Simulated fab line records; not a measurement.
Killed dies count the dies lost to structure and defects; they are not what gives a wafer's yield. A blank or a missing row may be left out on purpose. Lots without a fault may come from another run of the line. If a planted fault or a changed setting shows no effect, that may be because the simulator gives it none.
fab line records	flow n5-finfet
record: lots: 8	wafers: 24	last-day: 17
route steps=1938 shown BEOL_M0_SAQP@633 BEOL_M0_CUTY@710 BEOL_M4@1111 PASSIVATION@1936
lots that met no fault: from a run of the same line without faults
start-h: start of the lot's first displayed wafer, in hours after the record's first day	wait-h: hours from the lot's prior step to this one	" the same as in the row above	L1.1+2: a row that stands for several wafers	- either no value or no given start	* or withheld: withheld	< > ~ a bound
route shown NAME@n: NAME is a module with steps in the file, n the number in the route of the first one	usual: mean/standard deviation of fault-free wafers	same: alike in all rows	chamber/n: place in a boat	sites: per-site readings	_std_site: the standard deviation of these	_edge_site: outer sites' mean less inner sites'	radius-mm: how far each site lies from the wafer's centre	mask NAME#n: copy n	behind: tool/chamber where the wafer was last shaped	hold: the reason the lot was held/the length of the hold in hours/how it ended	device: transistor that didn't switch, given as n, p or np	end of line: the same wafers' tests at the end of the route	where a step has no rows: the recipe by itself	killed: count of dies lost to structure and defects at first sort (not the wafer's yield)	map: per-die view of a wafer (x killed, . not killed, _ where there is no die)
set.NAME: the setting that was run; set.NAME@STEP: the one run at that earlier step	model.NAME: the simulator's own value behind a step, which no gauge read
route steps across a sampled set of lots; one table per step, one row per wafer
services: the hour from which a tool's chamber was out of use, counted from the record's first day as start-h (under 0 if before that day), plus the number of hours and why
== steps ==
step: N5_BEOL_M0_SAQP_ILD_DEP_01
recipe: material: SiOC	target-thk-a: 454.19	temp-c: 350	precursor: DEMS/O2	pressure-torr: 5	rf-w: 500	time-s: 8.7
usual: heater-power-w: 456/71	showerhead-plenum-p-Torr: 5.704/0.016	throttle-valve-pct: 12.1/0.93
lot.wafer	tool	chamber	start-h	wait-h	heater-power-w	showerhead-plenum-p-Torr	since-wet-clean-h	throttle-valve-pct
L913.3	pecvd-03	0	114.91	0.0	512	5.712	1181	11.8
L913.4	"	0	"	"	513	5.717	-	11.8
L913.5	"	1	"	"	555	5.714	-	12.7
L914.1	pecvd-01	0	120.69	0.0	380	5.678	270	11.0
L914.2	"	1	"	"	469	5.726	1550	13.2
L914.4	"	0	"	"	372	5.690	-	10.9
L921.3	pecvd-03	2	162.28	0.0	515	5.717	475	11.7
L921.4	"	1	"	"	598	5.727	-	12.4
L921.5	"	0	"	"	472	5.721	-	11.7
L922.2	pecvd-04	0	169.54	0.0	438	5.700	692	12.8
L922.3	"	2	"	"	448	5.689	2142	11.9
L922.6	"	1	"	"	419	5.717	-	13.0
L927.2	pecvd-01	2	206.16	0.0	601	5.700	147	10.9
L927.3	"	1	"	"	460	5.718	1635	13.7
L927.4	"	0	"	"	385	5.667	-	11.1
L929.1	pecvd-04	1	212.18	0.0	398	5.702	1460	13.3
L929.2	"	0	"	"	383	5.709	735	13.0
L929.6	"	1	"	"	398	5.717	-	13.4
L931.4	pecvd-03	1	218.06	0.0	563	5.719	-	12.2
L931.5	"	0	"	"	493	5.711	-	11.5
L931.6	"	2	"	"	472	5.715	-	11.8
L933.1	pecvd-03	1	234.87	0.0	604	5.722	2026	12.2
L933.4	"	1	"	"	600	5.727	-	12.3
L933.6	"	0	"	"	420	5.719	-	11.5
step: N5_BEOL_M0_SAQP_PECVD_96
recipe: material: a-Si	target-thk-a: 450	temp-c: 350	precursor: SiH4/He	pressure-torr: 3	rf-w: 100	time-s: 45.2
usual: heater-power-w: 606/75	showerhead-plenum-p-Torr: 5.71/0.054	throttle-valve-pct: 18.4/1.5
lot.wafer	tool	chamber	start-h	wait-h	heater-power-w	showerhead-plenum-p-Torr	since-wet-clean-h	throttle-valve-pct
L913.3	pecvd-01	1	115.75	0.0	549	5.75	1545	20.3
L913.4	"	1	"	"	546	5.78	-	20.3
L913.5	"	0	"	"	515	5.60	-	16.7
L914.1	pecvd-01	1	120.90	0.0	601	5.75	1550	20.4
L914.2	"	2	"	"	727	5.69	62	16.4
L914.4	"	2	"	"	730	5.70	-	16.5
L921.3	pecvd-01	1	164.03	0.0	623	5.76	1593	20.5
L921.4	"	0	"	"	458	5.62	-	16.7
L921.5	"	2	"	"	712	5.69	-	16.7
L922.2	pecvd-03	2	171.05	0.0	639	5.74	483	17.8
L922.3	"	0	"	"	634	5.75	1237	18.0
L922.6	"	2	"	"	631	5.75	-	18.0
L927.2	pecvd-03	2	207.82	0.0	594	5.74	520	18.3
L927.3	"	0	"	"	574	5.74	-	18.1
L927.4	"	2	"	"	610	5.71	-	18.1
L929.1	pecvd-03	2	213.50	0.0	580	5.73	526	18.0
L929.2	"	1	"	"	759	5.78	2005	18.9
L929.6	"	0	"	"	600	5.74	-	18.1
L931.4	pecvd-04	0	220.35	0.0	570	5.71	-	19.6
L931.5	"	0	"	"	588	5.70	-	19.9
L931.6	"	1	"	"	536	5.72	-	20.5
L933.1	pecvd-03	2	235.99	0.0	670	5.73	548	18.1
L933.4	"	1	"	"	741	5.78	-	18.6
L933.6	"	2	"	"	663	5.73	-	18.0
step: N5_BEOL_M0_SAQP_OVL_MEAS_15
recipe: points-per-wafer: 44
usual: M0_CORE_OVL: 0.2/0.92
lot.wafer	tool	chamber	start-h	wait-h	M0_CORE_OVL[nm]
L913.3	overlay-02	0	116.45	0.0	-0.5
L913.4	"	0	"	"	-0.5
L913.5	"	0	"	"	0.1
L914.1	overlay-01	0	121.63	0.1	0.7
L914.2	"	0	"	"	1.8
L914.4	"	0	"	"	1.5
L921.3	overlay-01	0	164.72	0.0	0.0
L921.4	"	0	"	"	0.3
L921.5	"	0	"	"	-0.2
L922.2	overlay-02	0	171.62	0.0	0.8
L922.3	"	0	"	"	1.4
L922.6	"	0	"	"	1.4
L927.2	overlay-02	0	208.61	0.0	0.6
L927.3	"	0	"	"	0.4
L927.4	"	0	"	"	0.6
L929.1	overlay-01	0	214.34	0.0	-2.7
L929.2	"	0	"	"	-0.7
L929.6	"	0	"	"	-1.5
L931.4	overlay-02	0	221.10	0.0	1.0
L931.5	"	0	"	"	0.9
L931.6	"	0	"	"	0.5
L933.1	overlay-02	0	236.68	0.0	1.0
L933.4	"	0	"	"	0.8
L933.6	"	0	"	"	1.0
step: N5_BEOL_M0_SAQP_INSPECT_16
recipe: mode: adi	inspect-instrument: brightfield
usual: raw-defect-count: 502/140
lot.wafer	tool	chamber	start-h	wait-h	raw-defect-count
L913.3	defect-inspect-02	-	116.47	0.0	553
L913.4	"	-	"	"	509
L913.5	"	-	"	"	440
L914.1	defect-inspect-02	-	121.65	0.0	452
L914.2	"	-	"	"	397
L914.4	"	-	"	"	488
L921.3	defect-inspect-01	-	164.75	0.0	1473
L921.4	"	-	"	"	482
L921.5	"	-	"	"	414
L922.2	defect-inspect-02	-	171.64	0.0	1099
L922.3	"	-	"	"	689
L922.6	"	-	"	"	543
L927.2	defect-inspect-01	-	208.64	0.0	597
L927.3	"	-	"	"	524
L927.4	"	-	"	"	604
L929.1	defect-inspect-02	-	214.37	0.0	345
L929.2	"	-	"	"	377
L929.6	"	-	"	"	256
L931.4	defect-inspect-02	-	221.12	0.0	509
L931.5	"	-	"	"	501
L931.6	"	-	"	"	386
L933.1	defect-inspect-02	-	236.71	0.0	322
L933.4	"	-	"	"	435
L933.6	"	-	"	"	692
step: N5_BEOL_M0_SAQP_STRIP_86
recipe: chemistry: N2/H2	power-w: 500	temp-c: 40	pressure-mtorr: 50	rf-frequency-hz: 6e+07	overash-fraction: 0.3	bias-power-w: 28	h2-frac: 0.5	n2-flow-sccm: 300	h2-flow-sccm: 300
usual: drypump-motor-current-A: 5.7/0.43	oes-product-au: 0.78/0.097	rf-vpp-V: 122.1/1.4	showerhead-plenum-p-Torr: 3.40/0.1	throttle-valve-pct: 18.9/0.38
lot.wafer	tool	chamber	start-h	wait-h	drypump-motor-current-A	oes-product-au	rf-hours-counter-h	rf-vpp-V	showerhead-plenum-p-Torr	throttle-valve-pct
L913.3	rie-diel-05	2	117.01	0.1	5.7	0.81	108	121.5	3.23	18.4
L913.4	"	3	"	"	5.8	0.72	209	124.2	3.44	18.8
L913.5	"	1	"	"	5.8	0.79	-	122.8	3.51	18.8
L914.1	rie-diel-05	2	122.10	0.1	5.6	0.81	109	119.1	3.23	18.5
L914.2	"	1	"	"	5.8	0.78	132	124.4	3.51	18.8
L914.4	"	3	"	"	5.8	0.72	210	121.9	3.44	18.8
L921.3	rie-diel-02	1	165.15	0.1	5.4	0.74	176	122.3	3.49	19.5
L921.4	"	0	"	"	6.5	0.96	7	121.8	3.45	18.9
L921.5	"	1	"	"	5.4	0.73	-	123.5	3.48	19.5
L922.2	rie-diel-05	1	172.44	0.1	5.8	0.77	147	120.6	3.50	18.9
L922.3	"	2	"	"	5.6	0.79	124	121.3	3.22	18.5
L922.6	"	0	"	"	5.1	0.69	-	123.1	3.46	19.4
L927.2	rie-diel-06	2	209.04	0.1	5.9	0.69	226	119.3	3.32	18.9
L927.3	"	3	"	"	5.3	1.02	1	123.7	3.58	18.9
L927.4	"	0	"	"	5.2	0.71	187	121.4	3.20	19.1
L929.1	rie-diel-02	3	215.15	0.1	5.5	0.84	75	123.6	3.39	18.8
L929.2	"	2	"	"	6.1	0.97	5	122.8	3.43	18.7
L929.6	"	1	"	"	5.4	0.72	-	122.1	3.48	19.5
L931.4	rie-diel-06	0	221.53	0.1	5.2	0.69	191	120.6	3.20	19.1
L931.5	"	1	"	"	6.0	0.85	-	122.2	3.24	18.1
L931.6	"	0	"	"	5.2	0.69	-	122.8	3.20	19.1
L933.1	rie-diel-05	1	237.11	0.1	5.8	0.75	165	121.5	3.50	18.9
L933.4	"	2	"	"	5.6	0.75	143	120.6	3.21	18.5
L933.6	"	0	"	"	5.1	0.67	-	120.0	3.45	19.4
step: N5_BEOL_M0_SAQP_INSPECT_42
recipe: mode: adi	inspect-instrument: brightfield
usual: raw-defect-count: 291/110
lot.wafer	tool	chamber	start-h	wait-h	raw-defect-count
L913.3	defect-inspect-02	-	121.39	0.0	394
L913.4	"	-	"	"	374
L913.5	"	-	"	"	363
L914.1	defect-inspect-01	-	127.39	0.1	291
L914.2	"	-	"	"	223
L914.4	"	-	"	"	335
L921.3	defect-inspect-01	-	168.51	0.0	1296
L921.4	"	-	"	"	483
L921.5	"	-	"	"	257
L922.2	defect-inspect-01	-	176.00	0.0	1017
L922.3	"	-	"	"	566
L922.6	"	-	"	"	416
L927.2	defect-inspect-02	-	212.39	0.0	261
L927.3	"	-	"	"	309
L927.4	"	-	"	"	231
L929.1	defect-inspect-01	-	219.44	0.1	202
L929.2	"	-	"	"	225
L929.6	"	-	"	"	208
L931.4	defect-inspect-01	-	225.13	0.0	331
L931.5	"	-	"	"	205
L931.6	"	-	"	"	237
L933.1	defect-inspect-01	-	240.79	0.1	243
L933.4	"	-	"	"	271
L933.6	"	-	"	"	313
step: N5_BEOL_M0_CUTY_INSPECT_59
recipe: mode: adi	inspect-instrument: macro
usual: raw-defect-count: 2.1/1.4
lot.wafer	tool	chamber	start-h	wait-h	raw-defect-count
L913.3	defect-inspect-01	-	124.41	0.0	3
L913.4	"	-	"	"	3
L913.5	"	-	"	"	2
L914.1	defect-inspect-02	-	128.87	0.0	1
L914.2	"	-	"	"	1
L914.4	"	-	"	"	1
L921.3	defect-inspect-01	-	171.41	0.0	>300
L921.4	"	-	"	"	2
L921.5	"	-	"	"	1
L922.2	defect-inspect-02	-	177.39	0.0	1
L922.3	"	-	"	"	1
L922.6	"	-	"	"	2
L927.2	defect-inspect-02	-	214.44	0.0	0
L927.3	"	-	"	"	5
L927.4	"	-	"	"	3
L929.1	defect-inspect-01	-	221.01	0.0	2
L929.2	"	-	"	"	1
L929.6	"	-	"	"	0
L931.4	defect-inspect-01	-	227.44	0.0	5
L931.5	"	-	"	"	2
L931.6	"	-	"	"	5
L933.1	defect-inspect-01	-	242.60	0.0	3
L933.4	"	-	"	"	2
L933.6	"	-	"	"	2
step: N5_BEOL_M4_RC_MEAS_101
usual: DIBL_N: 36.4/1.6	DIBL_P: 35.9/2	IOFF_N: 0.152/0.03	IOFF_P: 0.20/0.032	ION_N: 670/12	ION_P: 459/7.3	SS_N: 71.6/0.55	SS_P: 73.2/0.69	VT_N: 251/3.5	VT_P: -252/3.2
lot.wafer	tool	chamber	start-h	wait-h	DIBL_N[mV/V]	DIBL_P[mV/V]	IOFF_N[nA/um]	IOFF_P[nA/um]	ION_N[uA/um]	ION_P[uA/um]	SS_N[mV/dec]	SS_P[mV/dec]	VT_N[mV]	VT_P[mV]
L913.3	prober-01	0	171.84	0.3	36.7	33.8	0.139	0.18	656	449	71.5	72.7	254	-253
L913.4	"	0	"	"	36.5	35.5	0.153	0.22	675	461	70.7	72.4	249	-250
L913.5	"	0	"	"	37.9	37.1	0.177	0.24	671	466	71.4	73.3	248	-248
L914.1	prober-02	0	173.30	0.0	38.9	38.1	0.199	0.26	689	468	71.2	73.4	245	-249
L914.2	"	0	"	"	41.3	39.3	0.236	0.28	693	476	71.6	74.2	246	-244
L914.4	"	0	"	"	37.0	35.2	0.152	0.21	676	465	70.1	72.7	252	-249
L921.3	prober-01	0	228.07	0.4	39.0	39.5	0.203	0.21	686	461	72.2	73.6	248	-253
L921.4	"	0	"	"	39.8	41.5	0.230	0.25	691	470	72.4	74.4	246	-251
L921.5	"	0	"	"	35.8	36.2	0.138	0.17	666	453	71.7	73.2	253	-256
L922.2	prober-01	0	232.05	0.2	38.4	38.2	0.192	0.23	686	466	72.0	73.5	248	-249
L922.3	"	0	"	"	35.7	35.4	0.151	0.20	686	472	72.2	73.9	253	-250
L922.6	"	0	"	"	38.5	37.9	0.189	0.23	682	467	72.3	73.2	249	-250
L927.2	prober-02	0	268.02	0.2	36.4	33.2	0.152	0.16	665	445	71.5	72.6	252	-254
L927.3	"	0	"	"	35.1	32.5	0.121	0.15	662	451	71.3	71.9	255	-254
L927.4	"	0	"	"	34.6	32.4	0.122	0.15	655	445	70.8	72.6	255	-255
L929.1	prober-01	0	283.24	0.0	35.1	34.8	0.137	0.18	665	457	71.3	72.7	253	-251
L929.2	"	0	"	"	36.5	37.0	0.164	0.22	690	466	71.9	71.8	248	-249
L929.6	"	0	"	"	36.9	36.8	0.167	0.22	677	467	72.7	73.3	251	-251
L931.4	prober-01	0	285.52	0.5	36.0	36.9	0.172	0.20	681	468	72.0	73.3	247	-250
L931.5	"	0	"	"	36.4	37.4	0.175	0.21	680	466	71.5	73.0	249	-248
L931.6	"	0	"	"	37.2	37.1	0.193	0.21	684	462	72.3	73.7	248	-247
L933.1	prober-01	0	304.86	0.0	35.5	34.9	0.136	0.17	653	444	71.0	72.5	253	-254
L933.4	"	0	"	"	37.1	37.8	0.177	0.21	669	451	71.6	73.4	249	-251
L933.6	"	0	"	"	37.3	36.7	0.158	0.20	661	451	71.6	72.5	251	-252
step: N5_PASSIVATION_PROBE_49
usual: defect-limited-yield: 91.7/1.2	killed_at_M0_to_M3: 33/9.5	killed_at_M4_up: 13/4.9	killed-at-contacts: 13/6.6	killed-at-front-end: 36/11	killed-at-other: 3.0/2.6	killed-dies: 97/14	killed-on-rim: 13/3.8	killed-open: 65/11	killed-short: 31/6.6	sort_bin_5_function: 4.8/0.82	sort_bin_6_memory: 3.1/0.58	sort_bin_8_speed: 0.00/0.02	sort-n-pass: 1083/14	sort-yield-pct: 91.7/1.2
same: gross-dies: 1180	killed-at-back-side: 0	sort_bin_4_leakage[%]: 0
lot.wafer	tool	chamber	start-h	wait-h	defect-limited-yield[%]	killed_at_M0_to_M3	killed_at_M4_up	killed-at-contacts	killed-at-front-end	killed-at-other	killed-dies	killed-on-rim	killed-open	killed-short	sort_bin_5_function[%]	sort_bin_6_memory[%]	sort_bin_8_speed[%]	sort-n-pass	sort-yield-pct[%]
L921.3	prober-02	-	337.16	0.1	83.3	112	20	26	35	4	197	41	84	39	9.7	5.1	0	983	83.3
L921.4	prober-02	-	337.21	0.2	92.6	25	23	28	11	0	87	8	61	26	3.5	3.5	0	1093	92.6
L921.5	prober-02	-	337.26	0.2	92.5	14	24	24	24	3	89	17	65	24	4.9	2.4	0	1091	92.5
L922.2	prober-01	-	346.20	0.1	92.2	43	9	5	35	0	92	12	63	28	4.7	3.0	0	1088	92.2
L922.3	prober-01	-	346.25	0.1	92.3	28	8	13	40	2	91	16	55	33	4.5	2.7	0.08	1089	92.3
killed by level:class
L921.3 BEOL_M0_SAQP:unspecified=73 MOL_CONTACT_COAG:geometric-particle:open=20 BEOL_M0_SAQP:geometric-particle:open=13 GATE_CUT:geometric-particle:short=8 BEOL_M4:geometric-particle:open=8 BEOL_M0_SAQP:geometric-particle:short=7 BEOL_M2:geometric-particle:open=7 STARTING-WAFER:geometric-particle:short=7
L921.4 MOL_CONTACT_COAG:geometric-particle:open=18 MOL_CONTACT_COAG:geometric-particle:short=10 BEOL_M4:geometric-particle:open=9 BEOL_M3:geometric-particle:open=7 BEOL_M0_SAQP:geometric-particle:open=6 BEOL_M5:geometric-particle:open=5 FIN_SAQP:geometric-particle:short=4 BEOL_M0_SAQP:geometric-particle:short=4
L921.5 MOL_CONTACT_COAG:geometric-particle:open=16 BEOL_M4:geometric-particle:open=12 MOL_CONTACT_COAG:geometric-particle:short=8 BEOL_M5:geometric-particle:open=5 DUMMY_GATE:geometric-particle:open=3 GATE_CUT:geometric-particle:short=3 BEOL_M0_SAQP:geometric-particle:open=3 BEOL_M1:geometric-particle:open=3
L922.2 STI_FIN_REVEAL:geometric-particle:open=12 FIN_SAQP:geometric-particle:open=10 BEOL_M1:geometric-particle:open=9 BEOL_M0_SAQP:geometric-particle:short=8 BEOL_M0_SAQP:geometric-particle:open=6 BEOL_M2:geometric-particle:open=6 BEOL_M1:geometric-particle:short=5 BEOL_M3:geometric-particle:open=5
L922.3 BEOL_M1:geometric-particle:open=10 FIN_SAQP:geometric-particle:open=8 STI_FIN_REVEAL:geometric-particle:open=7 MOL_CONTACT_COAG:geometric-particle:open=7 BEOL_M3:geometric-particle:open=7 MOL_CONTACT_COAG:geometric-particle:short=5 FIN_SAQP:geometric-particle:short=4 DUMMY_GATE:geometric-particle:open=4
== services ==
tool	chamber	start-h	hours	kind
pecvd-03	-	91.93	21.2	repair
rie-diel-02	-	100.63	0.2	repair
pecvd-01	1	101.06	6.6	repair
pecvd-01	-	106.98	0.8	pm
rie-diel-06	1	112.38	4.0	repair
pecvd-01	2	123.03	5.5	scheduled-down
rie-diel-02	0	128.44	-	clean
rie-diel-02	0	128.44	-	consumable-replace:focus-ring
rie-diel-02	0	128.44	15.9	scheduled-down
rie-diel-02	0	128.44	15.9	vent-cycle
rie-diel-02	3	148.52	2.5	repair
rie-diel-06	3	155.86	4.0	repair
rie-diel-02	2	174.82	-	clean
rie-diel-02	2	174.82	-	consumable-replace:focus-ring
rie-diel-02	2	174.82	23.5	scheduled-down
rie-diel-02	2	174.82	23.5	vent-cycle
pecvd-03	1	202.01	7.2	repair
pecvd-04	2	202.41	-	clean
pecvd-04	2	202.41	-	consumable-replace:showerhead
pecvd-04	2	202.41	29.0	scheduled-down
pecvd-04	2	202.41	29.0	vent-cycle
rie-diel-06	3	224.10	7.6	repair
pecvd-03	-	225.47	1.4	repair
pecvd-01	-	227.73	0.9	repair
== key ==
first-sign: step: N5_BEOL_M0_SAQP_INSPECT_16	reading: raw-defect-count	direction: up	sigmas: 7	usual: 502	struck: 1473
effect: step: N5_BEOL_M0_SAQP_INSPECT_42	reading: raw-defect-count	direction: up	sigmas: 9.4	usual: 291	struck: 1296
effect: step: N5_BEOL_M0_CUTY_INSPECT_59	reading: raw-defect-count	direction: up	sigmas: 99+	usual: 2.1	struck: >300
effect: step: N5_PASSIVATION_PROBE_49	reading: killed_at_M0_to_M3	direction: up	sigmas: 8.3	usual: 33	struck: 112
more-kills-born-at: N5_BEOL_M0_SAQP_PECVD_96@pecvd-01: 73
met-at N5_BEOL_M0_SAQP_PECVD_96
struck-lots L921
struck-wafers L921.3
not-acting-at N5_BEOL_M0_SAQP_ILD_DEP_01,N5_BEOL_M0_SAQP_OVL_MEAS_15,N5_BEOL_M0_SAQP_STRIP_86
onset-between 120.90 164.03
fault: kind: chamber-particle-source	tool: pecvd-01	chamber: 1	onset-h: 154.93	steps: N5_BEOL_M0_SAQP_PECVD_96	rate-per-visit-cm2: 1.6735
